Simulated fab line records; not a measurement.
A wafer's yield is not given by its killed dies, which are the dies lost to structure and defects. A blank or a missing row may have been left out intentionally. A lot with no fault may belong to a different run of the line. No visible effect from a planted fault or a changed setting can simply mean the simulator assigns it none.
Which tool did it? / flow nand-harc / 14 lots, 42 wafers sampled, at 5 steps of a route of 1302

WHAT THE GAUGES READ, wafer by wafer
NHARC_A_ONON_D2_THK_MEAS_18: measures by ellipsometry.
lot=L665; measured=day 13 14:16; on=film-metro-01; thk-nm (nm)=1001 1004 1002
lot=L667; measured=day 13 14:16; on=film-metro-02; thk-nm (nm)=986 988 985
lot=L668; measured=day 14 09:40; on=film-metro-02; thk-nm (nm)=1010 1012 1011
lot=L670; measured=day 15 04:46; on=film-metro-01; thk-nm (nm)=1006 1007 1006
lot=L671; measured=day 16 01:53; on=film-metro-02; thk-nm (nm)=512 512 512 510 513 511
lot=L673; measured=day 16 15:45; on=film-metro-01; thk-nm (nm)=523 523 522 523 523 522
lot=L676; measured=day 18 06:48; on=film-metro-01; thk-nm (nm)=1014 1015 1017
lot=L680; measured=day 19 13:31; on=film-metro-02; thk-nm (nm)=994 996 997
lot=L682; measured=day 20 03:26; on=film-metro-01; thk-nm (nm)=999 1000 1000
lot=L683; measured=day 20 11:45; on=film-metro-02; thk-nm (nm)=1003 1007 1004
lot=L684; measured=day 20 21:07; on=film-metro-01; thk-nm (nm)=992 991 991
lot=L685; measured=day 21 14:49; on=film-metro-01; thk-nm (nm)=989 988 988
lot=L686; measured=day 21 14:49; on=film-metro-02; thk-nm (nm)=974 973 973
lot=L687; measured=day 22 14:46; on=film-metro-01; thk-nm (nm)=990 990 989

TOOL THAT RAN EACH LOT (tool first, then ch and the chambers of the sampled wafers, then the start)
lot=L665; NHARC_A_CHANNEL_FILL_D1_STRIP_29=rie-diel-07 ch 0,1, day 11 15:57 or earlier; NHARC_A_CHANNEL_FILL_D1_CMP_10=cmp-04 ch 1,2, day 11 15:57; NHARC_A_DECK1_JOINT_ETCHBACK_00=rie-si-06 ch 0,1,2, day 12 02:54; NHARC_A_ONON_D2_DEP_16=pecvd-onon-04 ch 0, day 13 13:49
lot=L667; NHARC_A_CHANNEL_FILL_D1_STRIP_29=rie-diel-07 ch 0,3, day 11 15:57 or earlier; NHARC_A_CHANNEL_FILL_D1_CMP_10=cmp-01 ch 0,2, day 11 15:57; NHARC_A_DECK1_JOINT_ETCHBACK_00=rie-si-02 ch 1,2, day 12 02:55; NHARC_A_ONON_D2_DEP_16=pecvd-onon-01 ch 0, day 13 13:52
lot=L668; NHARC_A_CHANNEL_FILL_D1_STRIP_29=rie-diel-10 ch 0,1, day 12 12:14 or earlier; NHARC_A_CHANNEL_FILL_D1_CMP_10=cmp-03 ch 0,1,3, day 12 12:14; NHARC_A_DECK1_JOINT_ETCHBACK_00=rie-si-04 ch 0,2,3, day 12 23:19; NHARC_A_ONON_D2_DEP_16=pecvd-onon-01 ch 0, day 14 09:10
lot=L670; NHARC_A_CHANNEL_FILL_D1_STRIP_29=rie-diel-07 ch 1,2, day 13 08:10 or earlier; NHARC_A_CHANNEL_FILL_D1_CMP_10=cmp-01 ch 0,3, day 13 08:10; NHARC_A_DECK1_JOINT_ETCHBACK_00=rie-si-02 ch 2,3, day 13 19:14; NHARC_A_ONON_D2_DEP_16=pecvd-onon-01 ch 0, day 15 04:16
lot=L671; NHARC_A_CHANNEL_FILL_D1_STRIP_29=rie-diel-10 ch 0,2,3, day 14 05:17 or earlier; NHARC_A_CHANNEL_FILL_D1_CMP_10=cmp-04 ch 0,3, day 14 05:17; NHARC_A_DECK1_JOINT_ETCHBACK_00=rie-si-04 ch 1,2, day 14 16:16; NHARC_A_ONON_D2_DEP_16=pecvd-onon-01 ch 0, day 16 01:26
lot=L673; NHARC_A_CHANNEL_FILL_D1_STRIP_29=rie-diel-07 ch 1,2,3, day 14 18:46 or earlier; NHARC_A_CHANNEL_FILL_D1_CMP_10=cmp-01 ch 0,2,3, day 14 18:46; NHARC_A_DECK1_JOINT_ETCHBACK_00=rie-si-06 ch 0,1,2, day 15 06:20; NHARC_A_ONON_D2_DEP_16=pecvd-onon-01 ch 0, day 16 15:14
lot=L676; NHARC_A_CHANNEL_FILL_D1_STRIP_29=rie-diel-10 ch 0,1,3, day 16 09:01 or earlier; NHARC_A_CHANNEL_FILL_D1_CMP_10=cmp-04 ch 1,2, day 16 09:01; NHARC_A_DECK1_JOINT_ETCHBACK_00=rie-si-04 ch 1,2, day 16 20:09; NHARC_A_ONON_D2_DEP_16=pecvd-onon-04 ch 0, day 18 06:24
lot=L680; NHARC_A_CHANNEL_FILL_D1_STRIP_29=rie-diel-03 ch 0,1,2, day 17 10:45 or earlier; NHARC_A_CHANNEL_FILL_D1_CMP_10=cmp-04 ch 0,2,3, day 17 10:45; NHARC_A_DECK1_JOINT_ETCHBACK_00=rie-si-04 ch 1,2,3, day 17 21:52; NHARC_A_ONON_D2_DEP_16=pecvd-onon-01 ch 0, day 19 13:00
lot=L682; NHARC_A_CHANNEL_FILL_D1_STRIP_29=rie-diel-07 ch 1,2,3, day 18 04:48 or earlier; NHARC_A_CHANNEL_FILL_D1_CMP_10=cmp-03 ch 2,3, day 18 04:48; NHARC_A_DECK1_JOINT_ETCHBACK_00=rie-si-06 ch 1,3, day 18 15:48; NHARC_A_ONON_D2_DEP_16=pecvd-onon-04 ch 0, day 20 02:55
lot=L683; NHARC_A_CHANNEL_FILL_D1_STRIP_29=rie-diel-03 ch 0,2,3, day 18 13:25 or earlier; NHARC_A_CHANNEL_FILL_D1_CMP_10=cmp-03 ch 0,2,3, day 18 13:25; NHARC_A_DECK1_JOINT_ETCHBACK_00=rie-si-02 ch 0,2,3, day 19 00:37; NHARC_A_ONON_D2_DEP_16=pecvd-onon-01 ch 0, day 20 11:14
lot=L684; NHARC_A_CHANNEL_FILL_D1_STRIP_29=rie-diel-07 ch 1,2,3, day 19 02:58 or earlier; NHARC_A_CHANNEL_FILL_D1_CMP_10=cmp-01 ch 0,1,2, day 19 02:58; NHARC_A_DECK1_JOINT_ETCHBACK_00=rie-si-02 ch 1,2,3, day 19 14:11; NHARC_A_ONON_D2_DEP_16=pecvd-onon-01 ch 0, day 20 20:37
lot=L685; NHARC_A_CHANNEL_FILL_D1_STRIP_29=rie-diel-10 ch 0,1,2, day 19 16:40 or earlier; NHARC_A_CHANNEL_FILL_D1_CMP_10=cmp-04 ch 0,1, day 19 16:40; NHARC_A_DECK1_JOINT_ETCHBACK_00=rie-si-04 ch 1,2, day 20 04:31; NHARC_A_ONON_D2_DEP_16=pecvd-onon-01 ch 0, day 21 14:25
lot=L686; NHARC_A_CHANNEL_FILL_D1_STRIP_29=rie-diel-10 ch 0,2, day 19 20:30 or earlier; NHARC_A_CHANNEL_FILL_D1_CMP_10=cmp-04 ch 0,1,3, day 19 20:30; NHARC_A_DECK1_JOINT_ETCHBACK_00=rie-si-04 ch 0,1,3, day 20 07:38; NHARC_A_ONON_D2_DEP_16=pecvd-onon-03 ch 0, day 21 14:22
lot=L687; NHARC_A_CHANNEL_FILL_D1_STRIP_29=rie-diel-03 ch 0,3, day 20 03:48 or earlier; NHARC_A_CHANNEL_FILL_D1_CMP_10=cmp-01 ch 0,1,2, day 20 03:48; NHARC_A_DECK1_JOINT_ETCHBACK_00=rie-si-04 ch 0,1,3, day 20 14:56; NHARC_A_ONON_D2_DEP_16=pecvd-onon-01 ch 0, day 22 14:22
- NHARC_A_CHANNEL_FILL_D1_STRIP_29: strips in O2, time 20 s.
- NHARC_A_CHANNEL_FILL_D1_CMP_10: polishes, target thk 150 nm.
- NHARC_A_DECK1_JOINT_ETCHBACK_00: etches the open film in HBr, target depth 30 nm, time 17.4 s.
- NHARC_A_ONON_D2_DEP_16: target thk 1000 nm.

WHAT THE TOOLS THEMSELVES READ (means of the sampled wafers that have a number; where no wafer has one, the mark that the record gives instead)
NHARC_A_CHANNEL_FILL_D1_STRIP_29.
lot=L665; tool=rie-diel-07; drypump-motor-current-A (A)=5.9; oes-product-au (a.u.)=1.007; rf-vpp-V (V)=56.9; showerhead-plenum-p-Torr (Torr)=3.70; throttle-valve-pct (%)=17.031
lot=L667; tool=rie-diel-07; drypump-motor-current-A (A)=6.0; oes-product-au (a.u.)=0.985; rf-vpp-V (V)=57.6; showerhead-plenum-p-Torr (Torr)=3.41; throttle-valve-pct (%)=17.034
lot=L668; tool=rie-diel-10; drypump-motor-current-A (A)=5.2; oes-product-au (a.u.)=0.982; rf-vpp-V (V)=57.2; showerhead-plenum-p-Torr (Torr)=3.38; throttle-valve-pct (%)=17.038
lot=L670; tool=rie-diel-07; drypump-motor-current-A (A)=6.2; oes-product-au (a.u.)=0.989; rf-vpp-V (V)=58.1; showerhead-plenum-p-Torr (Torr)=3.62; throttle-valve-pct (%)=17.038
lot=L671; tool=rie-diel-10; drypump-motor-current-A (A)=5.2; oes-product-au (a.u.)=0.992; rf-vpp-V (V)=58.1; showerhead-plenum-p-Torr (Torr)=3.47; throttle-valve-pct (%)=17.044
lot=L673; tool=rie-diel-07; drypump-motor-current-A (A)=6.1; oes-product-au (a.u.)=0.999; rf-vpp-V (V)=57.5; showerhead-plenum-p-Torr (Torr)=3.53; throttle-valve-pct (%)=17.046
lot=L676; tool=rie-diel-10; drypump-motor-current-A (A)=5.2; oes-product-au (a.u.)=0.981; rf-vpp-V (V)=57.8; showerhead-plenum-p-Torr (Torr)=3.45; throttle-valve-pct (%)=17.032
lot=L680; tool=rie-diel-03; drypump-motor-current-A (A)=5.6; oes-product-au (a.u.)=1.011; rf-vpp-V (V)=57.2; showerhead-plenum-p-Torr (Torr)=3.56; throttle-valve-pct (%)=17.036
lot=L682; tool=rie-diel-07; drypump-motor-current-A (A)=6.1; oes-product-au (a.u.)=1.001; rf-vpp-V (V)=58.1; showerhead-plenum-p-Torr (Torr)=3.53; throttle-valve-pct (%)=17.044
lot=L683; tool=rie-diel-03; drypump-motor-current-A (A)=5.8; oes-product-au (a.u.)=0.996; rf-vpp-V (V)=57.7; showerhead-plenum-p-Torr (Torr)=3.58; throttle-valve-pct (%)=17.035
lot=L684; tool=rie-diel-07; drypump-motor-current-A (A)=6.1; oes-product-au (a.u.)=1.005; rf-vpp-V (V)=57.3; showerhead-plenum-p-Torr (Torr)=3.53; throttle-valve-pct (%)=17.033
lot=L685; tool=rie-diel-10; drypump-motor-current-A (A)=5.1; oes-product-au (a.u.)=0.997; rf-vpp-V (V)=57.4; showerhead-plenum-p-Torr (Torr)=3.40; throttle-valve-pct (%)=17.033
lot=L686; tool=rie-diel-10; drypump-motor-current-A (A)=4.9; oes-product-au (a.u.)=1.002; rf-vpp-V (V)=57.9; showerhead-plenum-p-Torr (Torr)=3.37; throttle-valve-pct (%)=17.030
lot=L687; tool=rie-diel-03; drypump-motor-current-A (A)=5.6; oes-product-au (a.u.)=0.986; rf-vpp-V (V)=58.6; showerhead-plenum-p-Torr (Torr)=3.55; throttle-valve-pct (%)=17.043

NHARC_A_CHANNEL_FILL_D1_CMP_10.
lot=L665; tool=cmp-04; edge-zone-pressure-frac=1.000; motor-current-A (A)=13.0; time-to-endpoint-s (s)=13
lot=L667; tool=cmp-01; edge-zone-pressure-frac=1.001; motor-current-A (A)=11.4; time-to-endpoint-s (s)=13
lot=L668; tool=cmp-03; edge-zone-pressure-frac=0.994; motor-current-A (A)=11.4; time-to-endpoint-s (s)=14
lot=L670; tool=cmp-01; edge-zone-pressure-frac=1.007; motor-current-A (A)=12.4; time-to-endpoint-s (s)=17
lot=L671; tool=cmp-04; edge-zone-pressure-frac=1.001; motor-current-A (A)=14.2; time-to-endpoint-s (s)=14
lot=L673; tool=cmp-01; edge-zone-pressure-frac=0.999; motor-current-A (A)=11.7; time-to-endpoint-s (s)=18
lot=L676; tool=cmp-04; edge-zone-pressure-frac=0.998; motor-current-A (A)=12.9; time-to-endpoint-s (s)=11
lot=L680; tool=cmp-04; edge-zone-pressure-frac=1.000; motor-current-A (A)=14.0; time-to-endpoint-s (s)=17
lot=L682; tool=cmp-03; edge-zone-pressure-frac=1.003; motor-current-A (A)=10.9; time-to-endpoint-s (s)=16
lot=L683; tool=cmp-03; edge-zone-pressure-frac=0.998; motor-current-A (A)=12.1; time-to-endpoint-s (s)=19
lot=L684; tool=cmp-01; edge-zone-pressure-frac=0.998; motor-current-A (A)=12.5; time-to-endpoint-s (s)=11
lot=L685; tool=cmp-04; edge-zone-pressure-frac=1.005; motor-current-A (A)=14.2; time-to-endpoint-s (s)=19
lot=L686; tool=cmp-04; edge-zone-pressure-frac=0.997; motor-current-A (A)=14.3; time-to-endpoint-s (s)=18
lot=L687; tool=cmp-01; edge-zone-pressure-frac=1.003; motor-current-A (A)=12.1; time-to-endpoint-s (s)=15

NHARC_A_DECK1_JOINT_ETCHBACK_00.
lot=L665; tool=rie-si-06; drypump-motor-current-A (A)=5.7; oes-product-au (a.u.)=0.990; throttle-valve-pct (%)=23.268
lot=L667; tool=rie-si-02; drypump-motor-current-A (A)=5.6; oes-product-au (a.u.)=1.009; throttle-valve-pct (%)=23.262
lot=L668; tool=rie-si-04; drypump-motor-current-A (A)=6.1; oes-product-au (a.u.)=1.006; throttle-valve-pct (%)=23.268
lot=L670; tool=rie-si-02; drypump-motor-current-A (A)=5.9; oes-product-au (a.u.)=0.999; throttle-valve-pct (%)=23.266
lot=L671; tool=rie-si-04; drypump-motor-current-A (A)=5.9; oes-product-au (a.u.)=1.009; throttle-valve-pct (%)=23.270
lot=L673; tool=rie-si-06; drypump-motor-current-A (A)=5.7; oes-product-au (a.u.)=0.997; throttle-valve-pct (%)=23.271
lot=L676; tool=rie-si-04; drypump-motor-current-A (A)=5.6; oes-product-au (a.u.)=1.005; throttle-valve-pct (%)=23.256
lot=L680; tool=rie-si-04; drypump-motor-current-A (A)=6.1; oes-product-au (a.u.)=0.995; throttle-valve-pct (%)=23.268
lot=L682; tool=rie-si-06; drypump-motor-current-A (A)=5.5; oes-product-au (a.u.)=1.008; throttle-valve-pct (%)=23.270
lot=L683; tool=rie-si-02; drypump-motor-current-A (A)=5.9; oes-product-au (a.u.)=1.007; throttle-valve-pct (%)=23.273
lot=L684; tool=rie-si-02; drypump-motor-current-A (A)=5.9; oes-product-au (a.u.)=1.014; throttle-valve-pct (%)=23.269
lot=L685; tool=rie-si-04; drypump-motor-current-A (A)=6.0; oes-product-au (a.u.)=1.008; throttle-valve-pct (%)=23.265
lot=L686; tool=rie-si-04; drypump-motor-current-A (A)=6.4; oes-product-au (a.u.)=0.997; throttle-valve-pct (%)=23.264
lot=L687; tool=rie-si-04; drypump-motor-current-A (A)=6.4; oes-product-au (a.u.)=0.995; throttle-valve-pct (%)=23.258

THE ANSWER, worked out from the rows above alone
Rule: what is usual is taken from the lots themselves. Put in order of their means at a reading, lots are off if they are a third of the lots or fewer, leave a main group of 4 or more, and stand apart from it by a gap of 3 or more times the standard deviation of the main group's means; of several such gaps the widest counts. A main group is skipped when, at the precision printed for the reading in the tables above, its means are all equal. Also off: a lot with no number at a reading for which 4 or more lots have one. Any other lot the step has rows for is counted as sound. After the gauges, taken in route order, come the tools' own readings; for these a lot's mean is taken, as printed above. At the first step where some lot is off, the reading lying furthest off is the one used; lots without a number count as furthest.
Off: L671, L673, at NHARC_A_ONON_D2_THK_MEAS_18 (thk-nm). For the main group the mean is 997 nm and the standard deviation 11.
If a tool, at a process step before that reading, ran all the lots that are off and no sound lot after the first of them, it fits. The gauges at NHARC_A_ONON_D2_THK_MEAS_18 are tried like those tools. NHARC_A_CHANNEL_FILL_D1_STRIP_29 gives no start for some lots, so the hours and the order of its lots are those of NHARC_A_CHANNEL_FILL_D1_CMP_10. Of those tried, none fits.

WHAT HAD BEEN PUT IN BY THE SIMULATOR
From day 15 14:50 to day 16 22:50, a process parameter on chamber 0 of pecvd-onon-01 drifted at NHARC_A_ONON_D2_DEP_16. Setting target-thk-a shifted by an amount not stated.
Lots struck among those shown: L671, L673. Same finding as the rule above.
